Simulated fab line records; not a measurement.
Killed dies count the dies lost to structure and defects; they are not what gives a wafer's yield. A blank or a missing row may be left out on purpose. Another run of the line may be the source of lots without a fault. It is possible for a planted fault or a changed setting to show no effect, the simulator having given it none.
Chamber matching    flow nand harc    NHARC_P_CONTACT_DEP_30 on pecvd-04: 3 sister chambers
The step deposits SiNx, target thk 30 nm. 3 wafers are shown with their chamber, then 12 later ones without.

## WAFERS PAIRED WITH THEIR CHAMBERS
wafer   chamber  heater power w (W)
L091.3  2        742
L091.5  0        1011
L091.6  1        767

## WAFERS WITHOUT THEIR CHAMBER
wafer   heater power w (W)
L093.1  769
L093.2  916
L093.6  779
L094.2  896
L094.3  690
L094.6  685
L095.2  761
L095.3  745
L095.4  755
L097.1  655
L097.5  923
L097.6  687

## CHAMBER TAKEN BY EACH
wafer   from the rows above           in truth
L093.1  can't be placed: 1 or 2       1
L093.2  can't be placed: 0 or 1 or 2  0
L093.6  can't be placed: 1 or 2       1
L094.2  can't be placed: 0 or 1 or 2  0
L094.3  can't be placed: 2 or 1       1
L094.6  can't be placed: 2 or 1       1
L095.2  can't be placed: 1 or 2       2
L095.3  can't be placed: 2 or 1       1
L095.4  can't be placed: 1 or 2       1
L097.1  can't be placed: 2 or 1       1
L097.5  can't be placed: 0 or 1 or 2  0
L097.6  can't be placed: 2 or 1       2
Placed correctly: 0 of 12. From these rows, 12 cannot be placed; in 12 the true chamber is one of the candidates. 0 placed wrongly.
How it was worked out, from the rows above alone: a wafer's distance from a chamber is the root of the sum, over the readings, of the square of ((its reading less the chamber's mean) divided by the reading's scatter). If the next closest chamber is less than 2 further off than the closest, the wafer can't be placed; otherwise it belongs to the closest. Each chamber's mean is taken over the wafers shown for it. The scatter (one wafer shown for each chamber): square how far every hidden wafer sits from the nearest shown wafer, average those squares and take the square root.
